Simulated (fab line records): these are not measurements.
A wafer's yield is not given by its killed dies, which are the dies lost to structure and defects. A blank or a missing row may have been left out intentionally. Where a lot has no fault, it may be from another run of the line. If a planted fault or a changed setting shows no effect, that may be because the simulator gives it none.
Chamber matching | flow n5Finfet | N5_BEOL_M3_ILD_DEP_00 on pecvd-04: 3 sister chambers
The step deposits SiOC from DEMS/O2, target thk 79 nm, time 15.3 s. 18 wafers are shown with their chamber, then 9 later ones without.

== EACH WAFER AND ITS CHAMBER ==
wafer  | chamber | throttleValvePct (%) | heaterPowerW (W) | showerheadPlenumPTorr (Torr)
L078.2 | 1       | 12.0                 | 505              | 5.728
L078.3 | 0       | 12.4                 | 587              | 5.693
L078.6 | 1       | 11.5                 | 512              | 5.721
L079.2 | 2       | 10.4                 | 422              | 5.719
L079.3 | 1       | 12.0                 | 521              | 5.724
L079.4 | 0       | 12.3                 | 576              | 5.678
L084.2 | 0       | 12.2                 | 539              | 5.698
L084.4 | 1       | 11.6                 | 520              | 5.700
L084.6 | 0       | 12.5                 | 531              | 5.702
L086.1 | 0       | 12.6                 | 565              | 5.703
L086.4 | 2       | 10.4                 | 427              | 5.711
L086.6 | 1       | 11.9                 | 535              | 5.715
L089.4 | 0       | 12.5                 | 517              | 5.703
L089.5 | 1       | 11.7                 | 522              | 5.720
L089.6 | 2       | 10.6                 | 410              | 5.696
L091.1 | 2       | 10.6                 | 480              | 5.705
L091.3 | 0       | 12.4                 | 545              | 5.683
L091.6 | 1       | 11.6                 | 527              | 5.732

SIGNATURES, as means of the wafers listed above
reading               | chamber 0 | chamber 1 | chamber 2 | scatter within a chamber
throttleValvePct      | 12.414    | 11.757    | 10.500    | 0.164
heaterPowerW          | 551.43    | 520.29    | 434.75    | 22.1
showerheadPlenumPTorr | 5.69429   | 5.72000   | 5.70775   | 0.0102
Rule: a wafer's distance from a chamber is the root of the sum, over the readings, of the square of ((its reading less the chamber's mean) divided by the reading's scatter). If the next closest chamber is less than 2 further off than the closest, the wafer can't be placed; otherwise it belongs to the closest. The scatter: take each reading less its chamber's mean, square it, sum over the shown wafers, divide by the number of wafers less the number of chambers, and take the root.

== WAFERS WITH NO CHAMBER GIVEN ==
wafer  | throttleValvePct (%) | heaterPowerW (W) | showerheadPlenumPTorr (Torr)
L090.1 | 12.4                 | 565              | 5.701
L090.2 | 10.7                 | 470              | 5.701
L090.3 | 11.6                 | 508              | 5.731
L095.2 | 10.8                 | 447              | 5.717
L095.4 | 12.0                 | 539              | 5.710
L095.5 | 12.5                 | 571              | 5.708
L097.2 | 11.6                 | 549              | 5.708
L097.3 | 10.9                 | 384              | 5.708
L097.5 | 12.3                 | 560              | 5.683

== WHICH CHAMBER EACH ONE RAN IN ==
wafer  | from the rows above     | in truth
L090.1 | 0                       | 0
L090.2 | 2                       | 2
L090.3 | 1                       | 1
L095.2 | 2                       | 2
L095.4 | can't be placed: 1 or 0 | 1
L095.5 | 0                       | 0
L097.2 | 1                       | 1
L097.3 | 2                       | 2
L097.5 | 0                       | 0
8 of 9 placed correctly. From these rows, 1 cannot be placed; in 1 the true chamber is one of the candidates. Placed wrongly: 0.
